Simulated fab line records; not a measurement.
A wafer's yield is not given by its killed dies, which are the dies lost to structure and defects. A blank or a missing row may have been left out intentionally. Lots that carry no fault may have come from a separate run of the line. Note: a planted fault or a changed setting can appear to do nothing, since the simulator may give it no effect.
Chamber matching / flow n5_finfet / 3 sister chambers for N5_BEOL_M9_ILD_DEP_00 on pecvd-01
The step deposits SiCOH lowk from DEMS/porogen, target thk 308.51 nm, time 58 s. 3 wafers are shown with their chamber, then 8 later ones without.

WAFERS, EACH WITH ITS CHAMBER
wafer=L088.6; chamber=1; heater_power_outer_w (W)=94
wafer=L092.6; chamber=2; heater_power_outer_w (W)=170
wafer=L094.4; chamber=0; heater_power_outer_w (W)=184

WAFERS WHOSE CHAMBER IS MISSING
wafer=L094.5; heater_power_outer_w (W)=137
wafer=L094.6; heater_power_outer_w (W)=76
wafer=L093.1; heater_power_outer_w (W)=174
wafer=L093.2; heater_power_outer_w (W)=194
wafer=L093.3; heater_power_outer_w (W)=101
wafer=L097.4; heater_power_outer_w (W)=86
wafer=L097.5; heater_power_outer_w (W)=189
wafer=L097.6; heater_power_outer_w (W)=154

EACH ONE'S CHAMBER
wafer=L094.5; from the rows above=can't be placed: 2 or 1 or 0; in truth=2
wafer=L094.6; from the rows above=1; in truth=1
wafer=L093.1; from the rows above=can't be placed: 2 or 0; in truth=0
wafer=L093.2; from the rows above=can't be placed: 0 or 2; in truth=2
wafer=L093.3; from the rows above=1; in truth=1
wafer=L097.4; from the rows above=1; in truth=1
wafer=L097.5; from the rows above=can't be placed: 0 or 2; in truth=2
wafer=L097.6; from the rows above=can't be placed: 2 or 0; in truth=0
Correctly placed: 3 of 8. Cannot be placed on the basis of these rows: 5; the candidates contain the true chamber in 5. 0 placed wrongly.
How it was worked out, from the rows above alone: a wafer's distance from a chamber is the root of the sum, over the readings, of the square of ((its reading less the chamber's mean) divided by the reading's scatter). If the next closest chamber is less than 2 further off than the closest, the wafer can't be placed; otherwise it belongs to the closest. Each chamber's mean is taken over the wafers shown for it. The scatter: with one shown wafer a chamber, the root of the mean of the squares of how far each hidden wafer lies from its nearest shown one.
